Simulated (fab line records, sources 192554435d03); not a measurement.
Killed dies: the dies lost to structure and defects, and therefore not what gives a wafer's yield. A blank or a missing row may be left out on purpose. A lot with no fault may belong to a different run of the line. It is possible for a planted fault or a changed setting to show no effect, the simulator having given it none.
fab line records -- flow n5Finfet -- part 1 of 2: steps 1 to 22 of 32
record: lots: 5, wafers: 15, lastDay: 13
route steps=1938 shown ZERO_LAYER@9 WELL_APT@20
lots with no fault: from the same line, run without faults
startH: start of the lot's first displayed wafer, in hours after the record's first day -- waitH: hours from the lot's prior step to this one -- " unchanged from the row above -- L1.1+2: one row covering several wafers at once -- - no value present, or no start provided -- * or withheld: withheld -- < > ~ a bound
route shown NAME@n: names a module that has steps shown in the file, with the first one's number in the route -- usual: mean and standard deviation over wafers with no fault -- same: alike in all rows -- chamber/n: place in a boat -- sites: per-site readings -- _std_site: the standard deviation of these -- _edge_site: outer sites' mean less inner sites' -- radiusMm: for every site, how far away it sits from the centre of the wafer -- mask NAME#n: copy n -- behind: the last tool/chamber to shape the wafer -- hold: the reason the lot was held/the length of the hold in hours/how it ended -- device: the n, p or np transistor that did not switch -- end of line: at the end of the route, the tests of the same wafers -- step lacking rows: just its recipe -- killed: the dies lost at the first sort to structure and to defects; this is not the yield of the wafer -- map: a wafer's dies, x killed, . not, _ none there
set.NAME: the setting as run; set.NAME@STEP: as run at that earlier step -- model.NAME: the simulator's own value behind a step, which no gauge read
a table for each step, a row for each wafer; lots at some steps of the route
services: the hour from which a tool's chamber was out of use, counted from the record's first day as startH (under 0 if before that day), plus the number of hours and why
== steps ==
step: N5_ZERO_LAYER_EXPOSE_08
recipe: maskId: ZERO, na: 0.55, sourceShape: conventional, sigmaOuter: 0.8, polarization: unpolarized, defocusNm: 0, targetCdNm: 2000, doseMj: 16.2
usual: focusOffsetNm: 0.0/0.55
same: na: 0.55
lot.wafer,tool,chamber,startH,waitH,mask,focusOffsetNm
L076.2,krfScanner-02,0,24.60,-,ZERO#0,0.1
L076.5,krfScanner-02,0,24.60,-,ZERO#0,0.5
L076.6,krfScanner-02,0,24.60,-,ZERO#0,0.0
L078.3,krfScanner-02,0,36.48,-,ZERO#0,0.7
L078.4,krfScanner-02,0,36.48,-,ZERO#0,0.0
L078.6,krfScanner-02,0,36.48,-,ZERO#0,0.4
L080.2,krfScanner-02,0,48.49,-,ZERO#0,0.1
L080.4,krfScanner-02,0,48.49,-,ZERO#0,0.9
L080.6,krfScanner-02,0,48.49,-,ZERO#0,-0.3
L082.1,krfScanner-01,0,60.46,-,ZERO#0,0.3
L082.2,krfScanner-01,0,60.46,-,ZERO#0,0.4
L082.6,krfScanner-01,0,60.46,-,ZERO#0,-1.0
L083.1,krfScanner-02,0,66.61,-,ZERO#0,-0.2
L083.2,krfScanner-02,0,66.61,-,ZERO#0,0.1
L083.4,krfScanner-02,0,66.61,-,ZERO#0,-0.6
step: N5_ZERO_LAYER_PEB_09
recipe: pebTempC: withheld, pebTimeS: *
usual: exhaustPa: 45.3/0.84
same: pebTimeS: *
lot.wafer,tool,chamber,startH,waitH,exhaustPa
L076.2,lithoTrack-05,0,24.65,0.0,44.6
L076.5,lithoTrack-05,0,24.65,0.0,45.1
L076.6,lithoTrack-05,0,24.65,0.0,43.6
L078.3,lithoTrack-02,0,36.52,0.0,47.3
L078.4,lithoTrack-02,0,36.52,0.0,46.2
L078.6,lithoTrack-02,0,36.52,0.0,46.4
L080.2,lithoTrack-02,0,48.55,0.0,45.0
L080.4,lithoTrack-02,0,48.55,0.0,45.6
L080.6,lithoTrack-02,0,48.55,0.0,44.9
L082.1,lithoTrack-05,0,60.52,0.1,44.7
L082.2,lithoTrack-05,0,60.52,0.1,44.5
L082.6,lithoTrack-05,0,60.52,0.1,45.7
L083.1,lithoTrack-02,0,66.66,0.1,45.0
L083.2,lithoTrack-02,0,66.66,0.1,45.2
L083.4,lithoTrack-02,0,66.66,0.1,45.3
step: N5_ZERO_LAYER_DEVELOP_10
recipe: developTimeS: 60, rinseLiquid: diw, dry: airSpin, devTempC: 21
usual: exhaustPa: 44.8/0.87
lot.wafer,tool,chamber,startH,waitH,exhaustPa
L076.2,lithoTrack-05,0,-,-,43.3
L076.5,lithoTrack-05,0,-,-,43.9
L076.6,lithoTrack-05,0,-,-,45.1
L078.3,lithoTrack-02,0,-,-,44.1
L078.4,lithoTrack-02,0,-,-,44.5
L078.6,lithoTrack-02,0,-,-,46.5
L080.2,lithoTrack-02,0,-,-,44.0
L080.4,lithoTrack-02,0,-,-,45.4
L080.6,lithoTrack-02,0,-,-,45.2
L082.1,lithoTrack-05,0,-,-,44.8
L082.2,lithoTrack-05,0,-,-,45.6
L082.6,lithoTrack-05,0,-,-,46.2
L083.1,lithoTrack-02,0,-,-,46.6
L083.2,lithoTrack-02,0,-,-,45.5
L083.4,lithoTrack-02,0,-,-,45.7
step: N5_ZERO_LAYER_HARDBAKE_23
recipe: tempC: 130, timeS: 120
usual: exhaustPa: 45.1/0.94
lot.wafer,tool,chamber,startH,waitH,exhaustPa
L076.2,lithoTrack-05,0,-,-,45.4
L076.5,lithoTrack-05,0,-,-,44.7
L076.6,lithoTrack-05,0,-,-,44.0
L078.3,lithoTrack-02,0,-,-,46.2
L078.4,lithoTrack-02,0,-,-,45.8
L078.6,lithoTrack-02,0,-,-,45.4
L080.2,lithoTrack-02,0,-,-,44.1
L080.4,lithoTrack-02,0,-,-,45.7
L080.6,lithoTrack-02,0,-,-,45.0
L082.1,lithoTrack-05,0,-,-,45.9
L082.2,lithoTrack-05,0,-,-,43.7
L082.6,lithoTrack-05,0,-,-,44.4
L083.1,lithoTrack-02,0,-,-,45.5
L083.2,lithoTrack-02,0,-,-,44.8
L083.4,lithoTrack-02,0,-,-,44.5
step: N5_ZERO_LAYER_CD_MEAS_11
recipe: targetCdNm: 2000, landingEnergyEv: 500, detector: seInlens
usual: cdNm: 1999.6/1.5
lot.wafer,tool,chamber,startH,waitH,cdNm
L076.2,cdSem-02,0,24.77,-,2001.8
L076.5,cdSem-02,0,24.77,-,1999.6
L076.6,cdSem-02,0,24.77,-,1998.8
L078.3,cdSem-02,0,36.64,-,2001.3
L078.4,cdSem-02,0,36.64,-,1999.7
L078.6,cdSem-02,0,36.64,-,2000.6
L080.2,cdSem-01,0,48.67,-,1999.1
L080.4,cdSem-01,0,48.67,-,1999.2
L080.6,cdSem-01,0,48.67,-,1998.8
L082.1,cdSem-01,0,60.64,-,1997.6
L082.2,cdSem-01,0,60.64,-,1997.6
L082.6,cdSem-01,0,60.64,-,1998.8
L083.1,cdSem-02,0,66.78,-,1995.9
L083.2,cdSem-02,0,66.78,-,1996.4
L083.4,cdSem-02,0,66.78,-,1997.4
step: N5_ZERO_LAYER_DESCUM_16
recipe: chemistry: O2, timeS: 7.9, sourcePowerW: 50, biasPowerW: 20, pressureMtorr: 20, rfFrequencyHz: 2.712e+07, tempC: 40, o2FlowSccm: 225
usual: drypumpMotorCurrentA: 5.8/0.38, oesProductAu: 0.76/0.083, rfVppV: 243.5/1.4, showerheadPlenumPTorr: 2.11/0.062, throttleValvePct: 20.51/0.25
lot.wafer,tool,chamber,startH,waitH,drypumpMotorCurrentA,oesProductAu,rfHoursCounterH,rfVppV,showerheadPlenumPTorr,throttleValvePct
L076.2,rieDiel-05,1,24.80,0.0,5.5,0.75,139,241.4,2.01,20.49
L076.5,rieDiel-05,1,24.80,0.0,5.5,0.75,-,240.9,2.01,20.50
L076.6,rieDiel-05,0,24.80,0.0,6.0,0.76,-,245.3,2.18,20.77
L078.3,rieDiel-05,0,36.68,0.0,6.0,0.76,153,246.1,2.18,20.78
L078.4,rieDiel-05,3,36.68,0.0,5.6,0.89,40,242.9,2.05,20.13
L078.6,rieDiel-05,1,36.68,0.0,5.5,0.75,-,241.5,2.01,20.51
L080.2,rieDiel-04,1,48.76,0.1,5.9,0.73,181,243.9,2.16,20.43
L080.4,rieDiel-04,1,48.76,0.1,5.9,0.72,-,242.7,2.16,20.42
L080.6,rieDiel-04,2,48.76,0.1,6.6,0.66,-,242.0,2.07,20.96
L082.1,rieDiel-04,0,60.68,0.0,5.6,0.91,16,243.3,2.06,20.47
L082.2,rieDiel-04,1,60.68,0.0,5.9,0.71,187,243.6,2.16,20.43
L082.6,rieDiel-04,1,60.68,0.0,5.9,0.71,-,244.6,2.16,20.42
L083.1,rieDiel-06,3,66.95,0.2,5.2,0.78,132,246.7,2.19,20.20
L083.2,rieDiel-06,1,66.95,0.2,5.8,0.77,117,241.3,2.02,20.61
L083.4,rieDiel-06,2,66.95,0.2,6.0,0.75,166,244.8,2.18,20.47
step: N5_ZERO_LAYER_ETCH_17
recipe: chemistry: CF4, target: SiO2, targetDepthA: 120, timeS: 13.3, ionEnergyEv: 350, pressureMtorr: 40, sourceW: 450, biasW: 215, Ar_flow_sccm: 100, cf4FlowSccm: 100
usual: drypumpMotorCurrentA: 5.8/0.38, mfcArSccm: 100.0/0.31, oesProductAu: 0.76/0.084, rfVppV: 949/4.2, showerheadPlenumPTorr: 2.16/0.066, throttleValvePct: 15.74/0.24
lot.wafer,tool,chamber,startH,waitH,drypumpMotorCurrentA,mfcArSccm,oesProductAu,rfHoursCounterH,rfVppV,showerheadPlenumPTorr,throttleValvePct
L076.2,rieDiel-05,1,24.84,0.0,5.5,100.2,0.75,139,943,2.06,15.70
L076.5,rieDiel-05,1,24.84,0.0,5.5,99.7,0.75,-,943,2.06,15.69
L076.6,rieDiel-05,0,24.84,0.0,6.0,99.6,0.75,-,955,2.22,16.00
L078.3,rieDiel-05,0,36.71,0.0,6.0,100.1,0.74,153,954,2.22,16.00
L078.4,rieDiel-05,3,36.71,0.0,5.6,99.8,0.90,40,946,2.09,15.30
L078.6,rieDiel-05,1,36.71,0.0,5.5,99.9,0.75,-,943,2.06,15.70
L080.2,rieDiel-04,1,48.80,0.0,5.9,99.8,0.71,181,953,2.22,15.75
L080.4,rieDiel-04,1,48.80,0.0,5.9,99.9,0.71,-,952,2.22,15.76
L080.6,rieDiel-04,2,48.80,0.0,6.5,99.5,0.67,-,948,2.11,16.16
L082.1,rieDiel-04,0,60.71,0.0,5.6,100.1,0.92,16,947,2.11,15.56
L082.2,rieDiel-04,1,60.71,0.0,5.9,100.4,0.72,187,954,2.22,15.77
L082.6,rieDiel-04,1,60.71,0.0,5.9,99.9,0.71,-,952,2.22,15.78
L083.1,rieDiel-06,3,66.99,0.0,5.2,100.3,0.78,132,954,2.23,15.48
L083.2,rieDiel-06,1,66.99,0.0,5.8,99.9,0.76,117,944,2.07,15.76
L083.4,rieDiel-06,2,66.99,0.0,5.9,99.7,0.74,166,953,2.22,15.72
step: N5_ZERO_LAYER_ETCH_18
recipe: chemistry: HBr/Cl2, target: Si, targetDepthA: 1200, timeS: 40, pressureMtorr: 10, icpW: 800, biasW: 75, HBr_flow_sccm: 150, Cl2_flow_sccm: 80
usual: drypumpMotorCurrentA: 5.6/0.42, oesProductAu: 0.992/0.016, throttleValvePct: 36.30/0.16
lot.wafer,tool,chamber,startH,waitH,drypumpMotorCurrentA,oesProductAu,rfHoursCounterH,throttleValvePct
L076.2,rieSi-05,2,24.91,0.0,5.4,0.957,141,36.29
L076.5,rieSi-05,1,24.91,0.0,5.9,1.008,-,36.38
L076.6,rieSi-05,2,24.91,0.0,5.4,0.970,-,36.28
L078.3,rieSi-05,1,36.79,0.0,5.9,1.005,86,36.36
L078.4,rieSi-05,2,36.79,0.0,5.4,0.973,141,36.28
L078.6,rieSi-05,2,36.79,0.0,5.4,0.959,-,36.30
L080.2,rieSi-05,2,48.87,0.0,5.4,0.971,141,36.28
L080.4,rieSi-05,0,48.87,0.0,4.9,1.001,6,36.17
L080.6,rieSi-05,3,48.87,0.0,5.7,0.981,-,36.35
L082.1,rieSi-05,3,60.79,0.0,5.7,0.982,163,36.32
L082.2,rieSi-05,2,60.79,0.0,5.4,0.974,141,36.28
L082.6,rieSi-05,3,60.79,0.0,5.6,0.973,-,36.33
L083.1,rieSi-05,2,67.06,0.0,5.4,0.964,142,36.29
L083.2,rieSi-05,3,67.06,0.0,5.7,0.978,163,36.32
L083.4,rieSi-05,0,67.06,0.0,4.9,1.006,6,36.17
step: N5_ZERO_LAYER_STRIP_24
recipe: chemistry: O2, powerW: 1000, tempC: 250, overashFraction: 0.3, pressureMtorr: 1000, o2FlowSccm: 6750
usual: drypumpMotorCurrentA: 5.89/0.14, heaterPowerW: 344/23, oesProductAu: 0.647/0.0049, stripTimeToEndpointS: 43.86/0.093
lot.wafer,tool,chamber,startH,waitH,drypumpMotorCurrentA,heaterPowerW,oesProductAu,rfHoursCounterH,stripTimeToEndpointS
L076.2,plasmaAsher-01,0,25.02,0.1,5.96,336,0.643,80,43.82
L076.5,plasmaAsher-01,1,25.02,0.1,5.99,383,0.640,-,43.96
L076.6,plasmaAsher-01,0,25.02,0.1,5.98,322,0.649,-,43.93
L078.3,plasmaAsher-02,1,36.91,0.1,5.91,328,0.649,-,43.91
L078.4,plasmaAsher-02,0,36.91,0.1,5.65,343,0.644,-,43.93
L078.6,plasmaAsher-02,0,36.91,0.1,5.65,353,0.647,-,43.91
L080.2,plasmaAsher-02,1,48.97,0.1,5.89,317,0.656,30,43.90
L080.4,plasmaAsher-02,1,48.97,0.1,5.88,316,0.640,-,43.85
L080.6,plasmaAsher-02,0,48.97,0.1,5.68,345,0.654,-,43.86
L082.1,plasmaAsher-01,1,60.89,0.1,5.99,376,0.654,87,43.95
L082.2,plasmaAsher-01,0,60.89,0.1,5.96,330,0.651,87,43.90
L082.6,plasmaAsher-01,0,60.89,0.1,5.99,321,0.640,-,43.95
L083.1,plasmaAsher-01,1,67.16,0.1,5.96,376,0.648,90,44.04
L083.2,plasmaAsher-01,0,67.16,0.1,5.94,328,0.647,90,44.03
L083.4,plasmaAsher-01,0,67.16,0.1,5.98,326,0.658,-,44.04
step: N5_ZERO_LAYER_STRIP_19
recipe: chemistry: SPM, timeS: 900, tempC: 130, h2so4H2o2VolRatio: 4, dry: ipaMarangoni
lot.wafer,tool,chamber,startH,waitH
L076.2+5+6,wetBench-05,"6,5,4",25.10,0.1
L078.3+4+6,wetBench-05,"2,7,1",36.98,0.0
L080.2+4+6,wetBench-05,"7,6,2",49.06,0.1
L082.1+2+6,wetBench-06,"1,0,6",60.98,0.1
L083.1+2+4,wetBench-05,"4,7,5",67.25,0.1
step: N5_ZERO_LAYER_INSPECT_20
recipe: inspectInstrument: darkfield, mode: postClean
usual: rawDefectCount: 36/15
lot.wafer,tool,chamber,startH,waitH,rawDefectCount
L076.2,defectInspect-01,-,25.38,0.0,23
L076.5,defectInspect-01,-,25.38,0.0,26
L076.6,defectInspect-01,-,25.38,0.0,26
L078.3,defectInspect-02,-,37.25,0.0,30
L078.4,defectInspect-02,-,37.25,0.0,52
L078.6,defectInspect-02,-,37.25,0.0,53
L080.2,defectInspect-01,-,49.36,0.0,33
L080.4,defectInspect-01,-,49.36,0.0,15
L080.6,defectInspect-01,-,49.36,0.0,17
L082.1,defectInspect-01,-,61.25,0.0,55
L082.2,defectInspect-01,-,61.25,0.0,55
L082.6,defectInspect-01,-,61.25,0.0,29
L083.1,defectInspect-01,-,67.55,0.0,39
L083.2,defectInspect-01,-,67.55,0.0,24
L083.4,defectInspect-01,-,67.55,0.0,20
step: N5_WELL_APT_HMDS_01
recipe: timeS: 60, tempC: 120
usual: exhaustPa: 45.0/0.86
lot.wafer,tool,chamber,startH,waitH,exhaustPa
L076.2,lithoTrack-04,0,25.41,0.0,44.3
L076.5,lithoTrack-04,0,25.41,0.0,47.2
L076.6,lithoTrack-04,0,25.41,0.0,44.8
L078.3,lithoTrack-02,0,37.29,0.0,45.1
L078.4,lithoTrack-02,0,37.29,0.0,44.0
L078.6,lithoTrack-02,0,37.29,0.0,44.9
L080.2,lithoTrack-02,0,49.39,0.0,44.8
L080.4,lithoTrack-02,0,49.39,0.0,44.7
L080.6,lithoTrack-02,0,49.39,0.0,45.1
L082.1,lithoTrack-02,0,61.28,0.0,44.4
L082.2,lithoTrack-02,0,61.28,0.0,43.7
L082.6,lithoTrack-02,0,61.28,0.0,44.8
L083.1,lithoTrack-04,0,67.58,0.0,45.0
L083.2,lithoTrack-04,0,67.58,0.0,45.4
L083.4,lithoTrack-04,0,67.58,0.0,44.6
step: N5_WELL_APT_COAT_02
recipe: spinRpm: 1357, resistThkNm: 950
usual: exhaustPa: 45.2/0.82
lot.wafer,tool,chamber,startH,waitH,exhaustPa
L076.2,lithoTrack-04,0,-,-,46.2
L076.5,lithoTrack-04,0,-,-,44.9
L076.6,lithoTrack-04,0,-,-,45.3
L078.3,lithoTrack-02,0,-,-,45.5
L078.4,lithoTrack-02,0,-,-,45.6
L078.6,lithoTrack-02,0,-,-,45.7
L080.2,lithoTrack-02,0,-,-,45.9
L080.4,lithoTrack-02,0,-,-,47.9
L080.6,lithoTrack-02,0,-,-,46.1
L082.1,lithoTrack-02,0,-,-,47.0
L082.2,lithoTrack-02,0,-,-,46.3
L082.6,lithoTrack-02,0,-,-,45.0
L083.1,lithoTrack-04,0,-,-,45.3
L083.2,lithoTrack-04,0,-,-,44.9
L083.4,lithoTrack-04,0,-,-,44.0
step: N5_WELL_APT_EBR_04
recipe: solvent: PGMEA, ebrWidthMm: 1.5
usual: exhaustPa: 45.0/0.88
lot.wafer,tool,chamber,startH,waitH,exhaustPa
L076.2,lithoTrack-04,0,-,-,46.5
L076.5,lithoTrack-04,0,-,-,45.1
L076.6,lithoTrack-04,0,-,-,46.3
L078.3,lithoTrack-02,0,-,-,45.5
L078.4,lithoTrack-02,0,-,-,45.1
L078.6,lithoTrack-02,0,-,-,45.2
L080.2,lithoTrack-02,0,-,-,43.9
L080.4,lithoTrack-02,0,-,-,44.7
L080.6,lithoTrack-02,0,-,-,45.3
L082.1,lithoTrack-02,0,-,-,45.7
L082.2,lithoTrack-02,0,-,-,45.3
L082.6,lithoTrack-02,0,-,-,45.6
L083.1,lithoTrack-04,0,-,-,45.6
L083.2,lithoTrack-04,0,-,-,46.1
L083.4,lithoTrack-04,0,-,-,45.4
step: N5_WELL_APT_SOFTBAKE_03
recipe: tempC: 130, timeS: 60
usual: exhaustPa: 44.9/0.78
lot.wafer,tool,chamber,startH,waitH,exhaustPa
L076.2,lithoTrack-04,0,-,-,45.6
L076.5,lithoTrack-04,0,-,-,46.2
L076.6,lithoTrack-04,0,-,-,45.8
L078.3,lithoTrack-02,0,-,-,45.3
L078.4,lithoTrack-02,0,-,-,43.6
L078.6,lithoTrack-02,0,-,-,44.8
L080.2,lithoTrack-02,0,-,-,44.6
L080.4,lithoTrack-02,0,-,-,45.2
L080.6,lithoTrack-02,0,-,-,45.3
L082.1,lithoTrack-02,0,-,-,43.5
L082.2,lithoTrack-02,0,-,-,44.6
L082.6,lithoTrack-02,0,-,-,45.0
L083.1,lithoTrack-04,0,-,-,46.2
L083.2,lithoTrack-04,0,-,-,45.2
L083.4,lithoTrack-04,0,-,-,46.0
step: N5_WELL_APT_EXPOSE_05
recipe: maskId: NWELL, na: 0.8, sourceShape: conventional, sigmaOuter: 0.8, polarization: unpolarized, defocusNm: 0, targetCdNm: 200, doseMj: 20.3
usual: focusOffsetNm: 0.0/0.55
same: na: 0.8
lot.wafer,tool,chamber,startH,waitH,mask,focusOffsetNm
L076.2,krfScanner-01,0,25.51,-,NWELL#0,-0.8
L076.5,krfScanner-01,0,25.51,-,NWELL#0,-0.7
L076.6,krfScanner-01,0,25.51,-,NWELL#0,0.1
L078.3,krfScanner-01,0,37.40,-,NWELL#0,-1.6
L078.4,krfScanner-01,0,37.40,-,NWELL#0,-1.4
L078.6,krfScanner-01,0,37.40,-,NWELL#0,-0.6
L080.2,krfScanner-02,0,49.50,-,NWELL#0,-0.9
L080.4,krfScanner-02,0,49.50,-,NWELL#0,-0.2
L080.6,krfScanner-02,0,49.50,-,NWELL#0,0.3
L082.1,krfScanner-02,0,61.51,-,NWELL#0,-0.3
L082.2,krfScanner-02,0,61.51,-,NWELL#0,0.0
L082.6,krfScanner-02,0,61.51,-,NWELL#0,0.3
L083.1,krfScanner-02,0,67.68,-,NWELL#0,0.6
L083.2,krfScanner-02,0,67.68,-,NWELL#0,-0.3
L083.4,krfScanner-02,0,67.68,-,NWELL#0,-0.6
step: N5_WELL_APT_PEB_06
recipe: pebTempC: 130, pebTimeS: 90
usual: exhaustPa: 45.1/0.87
same: pebTimeS: 90
lot.wafer,tool,chamber,startH,waitH,exhaustPa
L076.2,lithoTrack-02,0,25.57,0.0,43.8
L076.5,lithoTrack-02,0,25.57,0.0,44.3
L076.6,lithoTrack-02,0,25.57,0.0,43.0
L078.3,lithoTrack-03,0,37.44,0.0,45.4
L078.4,lithoTrack-03,0,37.44,0.0,44.1
L078.6,lithoTrack-03,0,37.44,0.0,45.8
L080.2,lithoTrack-02,0,49.55,0.0,46.3
L080.4,lithoTrack-02,0,49.55,0.0,46.6
L080.6,lithoTrack-02,0,49.55,0.0,45.1
L082.1,lithoTrack-03,0,61.57,0.1,45.1
L082.2,lithoTrack-03,0,61.57,0.1,45.2
L082.6,lithoTrack-03,0,61.57,0.1,44.5
L083.1,lithoTrack-03,0,67.74,0.1,45.5
L083.2,lithoTrack-03,0,67.74,0.1,45.2
L083.4,lithoTrack-03,0,67.74,0.1,44.8
step: N5_WELL_APT_DEVELOP_07
recipe: developTimeS: 45, rinseLiquid: surfactantRinse, dry: airSpin, devTempC: 21
usual: exhaustPa: 45.0/1
lot.wafer,tool,chamber,startH,waitH,exhaustPa
L076.2,lithoTrack-02,0,-,-,44.1
L076.5,lithoTrack-02,0,-,-,44.2
L076.6,lithoTrack-02,0,-,-,43.8
L078.3,lithoTrack-03,0,-,-,45.1
L078.4,lithoTrack-03,0,-,-,46.1
L078.6,lithoTrack-03,0,-,-,43.6
L080.2,lithoTrack-02,0,-,-,43.8
L080.4,lithoTrack-02,0,-,-,44.7
L080.6,lithoTrack-02,0,-,-,43.1
L082.1,lithoTrack-03,0,-,-,44.1
L082.2,lithoTrack-03,0,-,-,44.7
L082.6,lithoTrack-03,0,-,-,42.6
L083.1,lithoTrack-03,0,-,-,45.1
L083.2,lithoTrack-03,0,-,-,45.7
L083.4,lithoTrack-03,0,-,-,44.9
step: N5_WELL_APT_HARDBAKE_12
recipe: tempC: 130, timeS: 120
usual: exhaustPa: 44.9/0.9
lot.wafer,tool,chamber,startH,waitH,exhaustPa
L076.2,lithoTrack-02,0,-,-,43.5
L076.5,lithoTrack-02,0,-,-,44.2
L076.6,lithoTrack-02,0,-,-,44.6
L078.3,lithoTrack-03,0,-,-,44.3
L078.4,lithoTrack-03,0,-,-,46.0
L078.6,lithoTrack-03,0,-,-,45.5
L080.2,lithoTrack-02,0,-,-,43.4
L080.4,lithoTrack-02,0,-,-,44.7
L080.6,lithoTrack-02,0,-,-,44.6
L082.1,lithoTrack-03,0,-,-,43.0
L082.2,lithoTrack-03,0,-,-,43.3
L082.6,lithoTrack-03,0,-,-,44.8
L083.1,lithoTrack-03,0,-,-,44.4
L083.2,lithoTrack-03,0,-,-,44.7
L083.4,lithoTrack-03,0,-,-,45.4
step: N5_WELL_APT_CD_MEAS_08
recipe: targetCdNm: 200, landingEnergyEv: 500, detector: seInlens
usual: cdNm: 200.2/1.3
lot.wafer,tool,chamber,startH,waitH,cdNm
L076.2,cdSem-02,0,25.68,-,200.4
L076.5,cdSem-02,0,25.68,-,201.3
L076.6,cdSem-02,0,25.68,-,202.2
L078.3,cdSem-01,0,37.56,-,199.0
L078.4,cdSem-01,0,37.56,-,198.7
L078.6,cdSem-01,0,37.56,-,199.6
L080.2,cdSem-01,0,49.66,-,200.8
L080.4,cdSem-01,0,49.66,-,202.1
L080.6,cdSem-01,0,49.66,-,201.3
L082.1,cdSem-03,0,61.68,-,199.0
L082.2,cdSem-03,0,61.68,-,198.1
L082.6,cdSem-03,0,61.68,-,199.2
L083.1,cdSem-01,0,67.85,-,200.1
L083.2,cdSem-01,0,67.85,-,199.7
L083.4,cdSem-01,0,67.85,-,198.3
step: N5_WELL_APT_OVL_MEAS_09
recipe: pointsPerWafer: 44
usual: NWELL_OVL: -1/5.4
lot.wafer,tool,chamber,startH,waitH,NWELL_OVL[nm]
L076.2,overlay-02,0,25.71,0.0,5
L076.5,overlay-02,0,25.71,0.0,4
L076.6,overlay-02,0,25.71,0.0,-2
L078.3,overlay-02,0,37.59,0.0,-1
L078.4,overlay-02,0,37.59,0.0,-12
L078.6,overlay-02,0,37.59,0.0,-7
L080.2,overlay-02,0,49.69,0.0,5
L080.4,overlay-02,0,49.69,0.0,8
L080.6,overlay-02,0,49.69,0.0,6
L082.1,overlay-02,0,61.71,0.0,-3
L082.2,overlay-02,0,61.71,0.0,3
L082.6,overlay-02,0,61.71,0.0,-3
L083.1,overlay-01,0,67.88,0.0,-6
L083.2,overlay-01,0,67.88,0.0,-13
L083.4,overlay-01,0,67.88,0.0,-12
step: N5_WELL_APT_INSPECT_10
recipe: mode: adi, inspectInstrument: macro
usual: rawDefectCount: 2.1/1.4
lot.wafer,tool,chamber,startH,waitH,rawDefectCount
L076.2,defectInspect-01,-,25.74,0.0,2
L076.5,defectInspect-01,-,25.74,0.0,3
L076.6,defectInspect-01,-,25.74,0.0,1
L078.3,defectInspect-02,-,37.61,0.0,1
L078.4,defectInspect-02,-,37.61,0.0,2
L078.6,defectInspect-02,-,37.61,0.0,5
L080.2,defectInspect-02,-,49.72,0.0,3
L080.4,defectInspect-02,-,49.72,0.0,2
L080.6,defectInspect-02,-,49.72,0.0,1
L082.1,defectInspect-01,-,61.73,0.0,3
L082.2,defectInspect-01,-,61.73,0.0,1
L082.6,defectInspect-01,-,61.73,0.0,4
L083.1,defectInspect-02,-,67.90,0.0,2
L083.2,defectInspect-02,-,67.90,0.0,1
L083.4,defectInspect-02,-,67.90,0.0,2
